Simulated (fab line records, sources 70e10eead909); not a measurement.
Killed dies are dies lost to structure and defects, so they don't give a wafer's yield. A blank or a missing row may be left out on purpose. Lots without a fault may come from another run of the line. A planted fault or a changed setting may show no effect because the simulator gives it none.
fab line records | flow nand_harc
record lots=5 wafers=15 last_day=31
route steps=1302 shown A_SLIT@942 A_SIN_REMOVE@947 A_WL_FILL@952 END@1302
lots that met no fault: from a run of the same line without faults
start_h: hours from the record's first day to the start of the lot's first wafer shown | wait_h: hours since the lot's step before | " the same as in the row above | L1.1+2: a row that stands for several wafers | - no value, or no start given | * or withheld: withheld | < > ~ a bound
route shown NAME@n: a module of which the file shows steps, and the number in the route of the first | usual: mean/standard deviation of fault-free wafers | same: alike in all rows | chamber/n: place in a boat | sites: the reading at each site | _std_site: their standard deviation | _edge_site: outer sites' mean less inner sites' | radius_mm: how far each site lies from the wafer's centre | mask NAME#n: copy n | behind: the tool/chamber that last shaped the wafer | hold: why the lot was held/for how many hours/how that ended | device: the transistor (n, p or np) that didn't switch | end of line: the same wafers' tests at the end of the route | a step without rows: its recipe alone | killed: dies lost to structure and defects at the first sort, not the wafer's yield | map: a wafer's dies, x killed, . not, _ none there
set.NAME: the setting as run; set.NAME@STEP: as run at that earlier step | model.NAME: the simulator's own value behind a step, which no gauge read
lots at some steps of the route; a table a step, a row a wafer
services: from which hour (start_h, from the record's first day; less than 0 if before it) a tool's chamber was out of use, for how many hours, and why
## steps
# step NHARC_A_SLIT_ETCH_29
# recipe target_depth_a=1000 overetch_a=100 time_s=55 ion_energy_ev=100 cf4_flow_sccm=80 o2_flow_sccm=20 ar_flow_sccm=0 rf_w=300 bias_w=100 chemistry=CF4/O2
# usual drypump_motor_current_A=5.7/0.51 oes_ar_750_au=1.000/0.0046 oes_product_au=1.001/0.014 rf_vpp_V=198.2/1.5 showerhead_plenum_p_Torr=1.35/0.067 throttle_valve_pct=13.395/0.0091
# columns lot.wafer tool chamber start_h wait_h drypump_motor_current_A oes_ar_750_au oes_product_au rf_hours_counter_h rf_vpp_V showerhead_plenum_p_Torr throttle_valve_pct
L193.3 rie_diel-10 2 505.72 0.1 4.8 0.999 1.000 6.6 196.9 1.27 13.403
L193.1 " 1 " " 5.7 1.005 0.999 5.8 196.8 1.24 13.399
L193.5 " 3 " " 5.8 1.005 1.034 - 198.5 1.33 13.406
L195.2 rie_diel-10 3 545.05 0.1 5.8 0.999 1.032 8.0 197.8 1.33 13.396
L195.3 " 0 " " 5.6 0.998 1.004 7.2 198.5 1.41 13.399
L195.6 " 0 " " 5.6 1.005 1.007 - 199.4 1.41 13.393
L201.2 rie_diel-09 2 594.04 0.1 6.6 1.003 0.981 4.7 197.8 1.30 13.387
L201.5 " 3 " " 5.3 1.002 0.989 - 198.8 1.40 13.402
L201.6 " 0 " " 5.8 1.000 1.020 - 199.3 1.40 13.407
L203.2 rie_diel-08 3 628.89 0.1 6.2 0.993 1.001 5.6 198.6 1.39 13.403
L203.4 " 0 " " 5.6 0.994 1.002 5.2 200.1 1.43 13.386
L203.6 " 2 " " 6.5 1.002 0.988 - 198.5 1.38 13.398
L204.3 rie_diel-09 1 640.42 0.1 5.2 1.003 1.003 6.2 197.8 1.43 13.395
L204.1 " 2 " " 6.7 1.003 0.999 6.2 197.7 1.30 13.390
L204.2 " 3 " " 5.3 0.997 1.003 6.8 199.1 1.40 13.394
# step NHARC_A_SLIT_STRIP_18
# recipe o2_flow_sccm=500 ar_flow_sccm=0 bias_w=0 chemistry=O2
# usual drypump_motor_current_A=5.7/0.51 oes_product_au=1.003/0.014 rf_vpp_V=57.8/0.94 showerhead_plenum_p_Torr=3.57/0.17 throttle_valve_pct=17.038/0.0088
# columns lot.wafer tool chamber start_h wait_h drypump_motor_current_A oes_product_au rf_hours_counter_h rf_vpp_V showerhead_plenum_p_Torr throttle_valve_pct
L193.1 rie_diel-10 3 - - 5.8 1.032 5.9 57.8 3.51 17.034
L193.3 " 1 " " 5.7 0.991 5.8 56.0 3.29 17.039
L193.5 " 3 " " 5.8 1.030 - 58.7 3.51 17.054
L195.2 rie_diel-10 3 - - 5.8 1.028 8.0 56.1 3.50 17.032
L195.3 " 2 " " 4.9 1.011 8.1 57.3 3.36 17.022
L195.6 " 0 " " 5.6 1.017 - 59.1 3.71 17.034
L201.2 rie_diel-09 0 - - 5.9 1.022 5.4 58.4 3.70 17.041
L201.6 " 1 " " 5.2 1.006 - 57.3 3.77 17.045
L201.5 " 2 " " 6.6 0.994 - 57.9 3.43 17.037
L203.4 rie_diel-08 2 - - 6.5 0.982 6.4 58.1 3.63 17.035
L203.2 " 1 " " 5.9 0.990 5.2 57.1 3.35 17.032
L203.6 " 3 " " 6.3 0.980 - 59.4 3.68 17.041
L204.1 rie_diel-09 0 - - 5.9 1.002 6.8 58.9 3.69 17.040
L204.3 " 1 " " 5.2 1.005 6.2 57.5 3.77 17.039
L204.2 " 2 " " 6.7 0.996 6.2 57.5 3.43 17.044
# step NHARC_A_SLIT_PRECLEAN_19
# recipe time_s=* temp_c=50 bath_age_min=0 chemistry=SC1
# step NHARC_A_SLIT_SRD_20
# step NHARC_A_SLIT_CD_MEAS_21
# usual cd_nm=289.5/1.1
# columns lot.wafer tool chamber start_h wait_h cd_nm
L193.1 cd_sem-03 - 506.25 - 287.3
L193.3 " - " " 288.8
L193.5 " - " " 287.4
L195.2 cd_sem-01 - 545.65 - 288.5
L195.3 " - " " 289.6
L195.6 " - " " 289.6
L201.2 cd_sem-03 - 594.56 - 290.4
L201.5 " - " " 289.4
L201.6 " - " " 291.0
L203.2 cd_sem-01 - 629.41 - 290.7
L203.4 " - " " 290.1
L203.6 " - " " 290.2
L204.1 cd_sem-01 - 640.95 - 289.9
L204.2 " - " " 287.7
L204.3 " - " " 290.7
# step NHARC_A_SIN_REMOVE_WET_00
# recipe temp_c=160 time_s=15300 chemistry=H3PO4
# step NHARC_A_SIN_REMOVE_PRECLEAN_01
# recipe time_s=* temp_c=50 bath_age_min=0 chemistry=SC1
# step NHARC_A_SIN_REMOVE_SRD_02
# step NHARC_A_SIN_REMOVE_INSPECT_04
# usual raw_defect_count=411/85
# columns lot.wafer tool chamber start_h wait_h raw_defect_count
L193.1 defect_inspect-02 - 512.88 0.0 367
L193.3 " - " " 376
L193.5 " - " " 316
L195.2 defect_inspect-02 - 552.27 0.0 436
L195.3 " - " " 486
L195.6 " - " " 600
L201.2 defect_inspect-01 - 601.13 0.0 319
L201.5 " - " " 291
L201.6 " - " " 330
L203.2 defect_inspect-02 - 636.07 0.0 550
L203.4 " - " " 537
L203.6 " - " " 451
L204.1 defect_inspect-02 - 647.56 0.0 573
L204.2 " - " " 417
L204.3 " - " " 637
# step NHARC_A_WL_FILL_ALD_00
# recipe target_thk_a=30 pulse_time_s=3 ald_cycles=30 temp_c=300 material=Al2O3
# usual ald_cycles=30/0 heater_power_w=483/44 precursor_pulse_height_rel=0.998/0.021
# columns lot.wafer tool chamber start_h wait_h ald_cycles heater_power_w precursor_pulse_height_rel
L193.1 ald_hk-04 1 512.95 0.1 30 476 0.950
L193.3 " 3 " " 30 457 0.995
L193.5 " 1 " " 30 477 1.029
L195.2 ald_hk-02 3 552.36 0.1 30 592 0.989
L195.3 " 1 " " 30 419 0.975
L195.6 " 2 " " 30 460 0.979
L201.2 ald_hk-04 3 601.25 0.1 30 488 0.972
L201.6 " 1 " " 30 474 0.994
L201.5 " 2 " " 30 550 1.016
L203.4 ald_hk-04 0 636.17 0.1 30 470 0.987
L203.2 " 1 " " 30 447 0.950
L203.6 " 3 " " 30 502 1.030
L204.2 ald_hk-02 3 649.13 1.6 30 581 0.981
L204.1 " 0 " " 30 427 0.991
L204.3 " 1 " " 30 434 1.013
# step NHARC_A_WL_FILL_RTA_01
# recipe temp_c=1000 time_s=5
# usual lamp_power_pct=31.7/1.2 lamp_zone_4_pct=31.7/1.2 lamp_zone_7_pct=32.2/1.2 wafer_temp_C_max=1005.3/1.3
# columns lot.wafer tool chamber start_h wait_h lamp_power_pct lamp_zone_4_pct lamp_zone_7_pct wafer_temp_C_max
L193.1 rtp_anneal-01 0 513.22 - 30.6 30.5 31.0 1004.8
L193.3 " 0 " " 30.6 30.6 31.0 1003.2
L193.5 " 0 " " 30.6 30.6 31.1 1004.7
L195.2 rtp_anneal-02 0 552.62 - 32.8 32.9 33.4 1007.8
L195.3 " 0 " " 32.9 32.8 33.4 1006.8
L195.6 " 0 " " 32.8 32.9 33.4 1004.8
L201.2 rtp_anneal-01 0 601.49 - 30.5 30.6 31.0 1003.7
L201.5 " 0 " " 30.6 30.6 31.1 1005.3
L201.6 " 0 " " 30.5 30.5 31.0 1004.6
L203.2 rtp_anneal-02 0 636.60 - 32.9 32.8 33.4 1010.9
L203.4 " 0 " " 32.8 32.8 33.4 1006.7
L203.6 " 0 " " 32.9 32.8 33.4 1005.6
L204.1 rtp_anneal-01 0 649.37 - 30.6 30.6 31.0 1004.5
L204.2 " 0 " " 30.6 30.5 31.1 1005.0
L204.3 " 0 " " 30.5 30.5 31.1 1004.4
# step NHARC_A_WL_FILL_ALD_02
# recipe target_thk_a=20 pulse_time_s=3 ald_cycles=100 temp_c=450 material=TiN
# usual ald_cycles=100/0 heater_power_w=1121/110 precursor_pulse_height_rel=1.001/0.021
# columns lot.wafer tool chamber start_h wait_h ald_cycles heater_power_w precursor_pulse_height_rel
L193.3 ald_metal-04 2 513.43 0.1 100 1113 1.000
L193.1 " 1 " " 100 1270 1.026
L193.5 " 3 " " 100 1145 0.986
L195.3 ald_metal-04 2 552.89 0.2 100 1139 0.995
L195.2 " 3 " " 100 1158 0.978
L195.6 " 0 " " 45 1247 0.993
L201.2 ald_metal-01 2 601.79 0.3 100 1228 0.995
L201.5 " 3 " " 100 1224 1.015
L201.6 " 0 " " 100 935 1.001
L203.2 ald_metal-01 0 636.79 0.2 100 949 0.998
L203.4 " 1 " " 100 997 0.995
L203.6 " 0 " " 100 948 1.011
L204.1 ald_metal-02 2 649.58 0.2 100 971 0.973
L204.2 " 3 " " 100 1114 0.978
L204.3 " 1 " " 100 1040 1.047
# step NHARC_END_SORT_01
# recipe temp_c=25
# usual killed_at_array=63/27 killed_at_other=0.7/1.2 killed_at_periphery=3.1/2 killed_dies=67/28 killed_open=3.0/1.9 killed_short=2.2/1.5
# same gross_dies=677
# columns lot.wafer tool chamber start_h wait_h killed_at_array killed_at_other killed_at_periphery killed_dies killed_open killed_short
L195.6 prober-02 0 648.28 3.9 674 0 3 677 2 4
# killed by level:class
L195.6 A_WL_FILL:area_ald=548 A_CHANNEL_HOLE_D1:chamber_film_flake=37 A_SLIT:chamber_film_flake=37 A_CHANNEL_HOLE_D2:chamber_film_flake=32 A_STAIRCASE:chamber_film_flake=7 A_CONTACT:chamber_film_flake=5 A_M0:chamber_film_flake=2 P_GATE:geometric_particle:short=1
# map L195.6 (x killed, . not)
____________x____________
_________xxxxxxx_________
_______xxxxxxxxxxx_______
______xxxxxxxxxxxxx______
_____xxxxxxxxxxxxxxx_____
____xxxxxxxxxxxxxxxxx____
____xxxxxxxxxxxxxxxxx____
___xxxxxxxxxxxxxxxxxxx___
___xxxxxxxxxxxxxxxxxxx___
__xxxxxxxxxxxxxxxxxxxxx__
__xxxxxxxxxxxxxxxxxxxxx__
_xxxxxxxxxxxxxxxxxxxxxxx_
_xxxxxxxxxxxxxxxxxxxxxxx_
_xxxxxxxxxxxxxxxxxxxxxxx_
_xxxxxxxxxxxxxxxxxxxxxxx_
_xxxxxxxxxxxxxxxxxxxxxxx_
xxxxxxxxxxxxxxxxxxxxxxxxx
xxxxxxxxxxxxxxxxxxxxxxxxx
xxxxxxxxxxxxxxxxxxxxxxxxx
xxxxxxxxxxxxxxxxxxxxxxxxx
xxxxxxxxxxxxxxxxxxxxxxxxx
_xxxxxxxxxxxxxxxxxxxxxxx_
_xxxxxxxxxxxxxxxxxxxxxxx_
_xxxxxxxxxxxxxxxxxxxxxxx_
_xxxxxxxxxxxxxxxxxxxxxxx_
_xxxxxxxxxxxxxxxxxxxxxxx_
__xxxxxxxxxxxxxxxxxxxxx__
__xxxxxxxxxxxxxxxxxxxxx__
___xxxxxxxxxxxxxxxxxxx___
___xxxxxxxxxxxxxxxxxxx___
____xxxxxxxxxxxxxxxxx____
____xxxxxxxxxxxxxxxxx____
_____xxxxxxxxxxxxxxx_____
______xxxxxxxxxxxxx______
_______xxxxxxxxxxx_______
_________xxxxxxx_________
____________x____________
# map L193.1 (x killed, . not)
____________.____________
_________......._________
_______..........._______
______.......x.....______
_____..............._____
____.................____
____.................____
___...................___
___...................___
__....x.....x..........__
__.....................__
_......................._
_......................._
_...x.......x..........._
_............x...x......_
_..........xx..........._
..x..........xx..........
......x...x....x.........
.............x....x......
............xxxx.....x...
.............x..x........
_.............x........._
_...x.......x...x......._
_......................._
_......................._
_...x..................._
__....................x__
__.....................__
___...................___
___...................___
____.........x.......____
____.................____
_____.......x......._____
______.............______
_______..........._______
_________......._________
____________.____________
## services
# columns tool chamber start_h hours kind
rie_diel-09 1 495.52 11.2 repair
rie_diel-08 - 495.81 19.8 repair
rie_diel-09 - 497.95 9.0 pm
rie_diel-09 0 497.95 9.0 vent_cycle
rie_diel-09 2 497.95 9.0 vent_cycle
rie_diel-09 3 497.95 9.0 vent_cycle
rie_diel-10 0 502.00 - clean
rie_diel-10 1 502.00 - clean
rie_diel-10 2 502.00 - clean
rie_diel-10 3 502.00 - clean
rie_diel-09 0 506.95 - clean
rie_diel-09 1 506.95 - clean
rie_diel-09 2 506.95 - clean
rie_diel-09 3 506.95 - clean
ald_metal-01 - 526.00 10.0 pm
ald_hk-04 - 534.61 0.5 repair
rie_diel-10 1 540.63 16.2 repair
rie_diel-08 - 545.00 9.0 pm
rie_diel-08 1 566.78 5.1 repair
ald_metal-02 1 572.26 1.6 repair
rie_diel-10 - 596.50 9.0 pm
ald_metal-02 - 610.00 10.0 pm
ald_metal-02 - 624.60 3.3 repair
ald_hk-04 - 632.51 1.3 repair
## key
first_sign step=NHARC_A_WL_FILL_ALD_02 reading=ald_cycles direction=down sigmas=99+ usual=100 struck=45
effect step=NHARC_END_SORT_01 reading=killed_at_array direction=up sigmas=22 usual=63 struck=674
more_kills_born_at NHARC_A_WL_FILL_ALD_02@ald_metal-04=548
met_at NHARC_A_WL_FILL_ALD_02
struck_wafers L195.6
later_rows_left_out L195.6
tester_left_out L195
fault kind=process_parameter_drift tool=ald_metal-04 chamber=0 onset_h=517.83 steps=NHARC_A_WL_FILL_ALD_02 channel=ald_cycles offset=-55 shape=step acts_in=these_recipes_only stated=100
# tester_left_out: of these lots the tester's yield and bins aren't shown, on N5 and GAA mostly nor the transistor test; their killed dies are dies lost to structure and defects alone, not to doping, threshold or leakage, so they don't give the yield
# later_rows_left_out: the simulator's readings of these wafers behind a module that went badly wrong aren't trusted and aren't shown, but for the sort
